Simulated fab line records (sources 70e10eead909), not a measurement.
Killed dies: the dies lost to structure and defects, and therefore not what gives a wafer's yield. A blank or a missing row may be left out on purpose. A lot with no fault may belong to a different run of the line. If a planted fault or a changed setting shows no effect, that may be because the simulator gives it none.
Matching of chambers :: flow nand harc :: 4 sister chambers for NHARC_A_CHANNEL_FILL_D1_ALD_14 on ald hk-02
The step deposits SiO2, target thk 2.5 nm, pulse time 10 s, ald cycles 25. 4 wafers are shown with their chamber, then 8 later ones without.

== WAFERS WITH THEIR CHAMBER ==
wafer: L467.4
chamber: 1
heater power w (W): 482

wafer: L469.5
chamber: 3
heater power w (W): 522

wafer: L469.6
chamber: 2
heater power w (W): 475

wafer: L471.3
chamber: 0
heater power w (W): 534

== WAFERS WITH NO CHAMBER GIVEN ==
wafer: L471.5
heater power w (W): 518

wafer: L471.6
heater power w (W): 495

wafer: L470.2
heater power w (W): 511

wafer: L470.4
heater power w (W): 512

wafer: L470.6
heater power w (W): 510

wafer: L479.3
heater power w (W): 514

wafer: L479.5
heater power w (W): 495

wafer: L479.6
heater power w (W): 494

== EACH ONE'S CHAMBER ==
wafer: L471.5
from the rows above: can't be placed: 3 or 0
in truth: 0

wafer: L471.6
from the rows above: can't be placed: 1 or 2 or 3
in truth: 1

wafer: L470.2
from the rows above: can't be placed: 3 or 0 or 1
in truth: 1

wafer: L470.4
from the rows above: can't be placed: 3 or 0 or 1
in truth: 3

wafer: L470.6
from the rows above: can't be placed: 3 or 0 or 1
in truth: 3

wafer: L479.3
from the rows above: can't be placed: 3 or 0
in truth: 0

wafer: L479.5
from the rows above: can't be placed: 1 or 2 or 3
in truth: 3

wafer: L479.6
from the rows above: can't be placed: 1 or 2 or 3
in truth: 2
Correctly placed: 0 of 8. From these rows, 8 cannot be placed; in 8 the true chamber is one of the candidates. Number placed wrongly: 0.
How it was worked out, from the rows above alone: a wafer's distance from a chamber is the root of the sum, over the readings, of the square of ((its reading less the chamber's mean) divided by the reading's scatter). The wafer belongs to the nearest chamber; if the next one is less than 2 further off, it can't be placed. The mean given for a chamber averages the wafers shown for that chamber. The scatter: with one shown wafer a chamber, the root of the mean of the squares of how far each hidden wafer lies from its nearest shown one.
